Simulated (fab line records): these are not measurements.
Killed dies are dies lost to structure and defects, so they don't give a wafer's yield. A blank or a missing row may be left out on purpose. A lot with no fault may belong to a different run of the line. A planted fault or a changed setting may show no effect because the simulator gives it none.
Comparing a struck lot with a sound one ; flow n5-finfet ; 38 steps out of a route of 1938
Sound: the wafers L708.3, L708.5, L708.6. The struck wafers were L709.2, L709.4, L709.5. The cause is given at the end.
Each step with rows lists, per side, the tool, then ch with its chambers, then its first start. Under that, the readings that differ: sound wafers ; struck wafers ; difference of the means ; sigmas: that difference in standard deviations of wafers without a fault.
alike: readings with means less than 2 such deviations apart, plus words and numbers identical on both sides. not compared: withheld readings, readings lacking a value on some wafer, bounds such as >300 that could conceal the same value, and numbers that have no deviation in the record and whose values overlap.
The two part at a step that has a row with sigmas, a row that says differs or no value, or rows on one side only. Numbers that have no deviation but don't overlap get no sigmas and don't part them. A reading missing from all wafers of one side parts the sides only when that side holds two or more wafers.

first, 12 steps without rows for these wafers: N5_SDB_ETCH_18 (etches SOC in N2/H2, target depth 100 nm, overetch 20 nm, time 150 s); N5_SDB_STRIP_19 (strips in N2/H2); N5_SDB_STRIP_21 (strips in CF4); N5_SDB_HM_OPEN_20 (chemistry CH3F/O2, target SiNx, stops on poly-Si, target depth 24 nm); N5_SDB_STRIP_22 (strips in N2/H2); N5_SDB_PRECLEAN_23 (cleans in dHF, time 30 s); N5_SDB_DUMMY_REMOVE_24 (chemistry TMAH, target poly-Si, stops on SiO2, target depth 142 nm, time 57 s, rinse time 30 s); N5_SDB_ETCH_25 (etches SiO2 in C4F6/O2, target depth 10 nm, time 3.3 s); N5_SDB_CUT_ETCH_26 (etches Si in HBr/Cl2/O2, target depth 129.6 nm, bt time 20 s, time 51.8 s); N5_SDB_PRECLEAN_38 (cleans in dHF, time 10 s); N5_SDB_PRECLEAN_39 (cleans in O3/DIW, time 45 s); N5_SDB_SRD_28 (time 30 s).
N5_SDB_ALD_29: deposits SiNx, target thk 30 nm, pulse time 1 s, ald cycles 600.
  sound on ald-sin-04 ch 0,3, day 5 10:14; struck on ald-sin-04 ch 0,2, day 5 16:11
reading;sound;struck;difference;sigmas
ald-cycles;600 600 600;694 694 694;+94;
model.SiNx_of_SDB_ALD_29.thk-nm (nm);30 30.2 30;34.6 34.6 34.6;+4.5;
  alike: heater-power-outer-w, heater-power-w, precursor-pulse-height-rel
then, 23 steps without rows for these wafers: N5_SDB_CMP_30 (polishes, stops on poly-Si, t overpolish 1.54 s, target thk 30 nm); N5_DUMMY_REMOVAL_HM_STRIP_01 (strips SiNx in CH3F/O2, stops on poly-Si, target depth 4 nm, time 6.8 s); N5_DUMMY_REMOVAL_STRIP_10 (strips in N2/H2, time 40 s); N5_DUMMY_REMOVAL_PRECLEAN_07 (cleans in dHF, time 30 s); N5_DUMMY_REMOVAL_DUMMY_REMOVE_02 (chemistry TMAH, target poly-Si, stops on SiO2, target depth 142 nm, time 57 s, rinse time 30 s); N5_DUMMY_REMOVAL_PRECLEAN_08 (cleans in NF3:NH3, afs cycles 2, time 20 s, sublimation time 60 s); N5_DUMMY_REMOVAL_PRECLEAN_04 (cleans in DHF, time 37 s); N5_DUMMY_REMOVAL_SRD_05 (time 30 s); N5_HKMG_FIN_IL_REGROW_00 (material SiO2, chemistry O3, target thk 0.75 nm, time 30 s); N5_HKMG_FIN_HK_ALD_01 (deposits HfO2, target thk 1.6 nm, pulse time 3 s, purge time 3 s); N5_HKMG_FIN_HK_ANNEAL_02 (time 30 s); N5_HKMG_FIN_ALD_74 (deposits La2O3, target thk 0.5 nm, pulse time 6 s, co reactant pulse time 1 s); N5_HKMG_FIN_ALD_75 (deposits Al2O3, target thk 1 nm, co reactant pulse time 1 s); N5_HKMG_FIN_COAT_41 (time 60 s, resist thk 300 nm); N5_HKMG_FIN_COAT_42 (time 60 s, resist thk 35 nm); N5_HKMG_FIN_COAT_43 (resist thk 90 nm); N5_HKMG_FIN_EBR_45; N5_HKMG_FIN_SOFTBAKE_44 (time 60 s); N5_HKMG_FIN_EXPOSE_46 (exposes mask NDIPOLE); N5_HKMG_FIN_PEB_47 (peb time 60 s); N5_HKMG_FIN_DEVELOP_48 (develop time 30 s); N5_HKMG_FIN_DESCUM_53 (chemistry O2, time 7.9 s); N5_HKMG_FIN_ETCH_54 (etches SiARC in CF4, target depth 45.5 nm, time 75.8 s).
N5_GATE_CUT_ETCH_58: etches SiNx in CH3F/O2, target depth 17 nm, time 128.6 s.
  sound on rie-diel-04 ch 0,1,2, day 5 23:07; struck on rie-diel-01 ch 0,2,3, day 6 07:02
reading;sound;struck;difference;sigmas
model.SiNx_of_SDB_ALD_29.thk-nm (nm);24.6 24.6 24.6;23.4 23 23.4;-1.3;
  alike: drypump-motor-current-A, oes-product-au, rf-vpp-V, showerhead-plenum-p-Torr, throttle-valve-pct
  not compared: rf-hours-counter-h
-- the record jumps here: 4 days lie between the struck wafers' starts before and after (it left off in module GATE_CUT and takes up again in module BEOL_M4, whose first step shown is number 1111 of the route) --
N5_BEOL_M4_RC_MEAS_101:
  sound on prober-01 ch 0, day 10 07:19; struck on prober-01 ch 0, day 10 09:18
reading;sound;struck;difference;sigmas
DIBL_P (mV/V);35.9 36.9 37.0;39.2 40.6 39.1;+3.0;+2
  alike: DIBL_N, IOFF_N, IOFF_P, ION_N, ION_P, SS_N, SS_P, VT_N, VT_P

== WHERE THEY PART ==
Only at N5_BEOL_M4_RC_MEAS_101, within this record.

WHY: what the simulator had put in
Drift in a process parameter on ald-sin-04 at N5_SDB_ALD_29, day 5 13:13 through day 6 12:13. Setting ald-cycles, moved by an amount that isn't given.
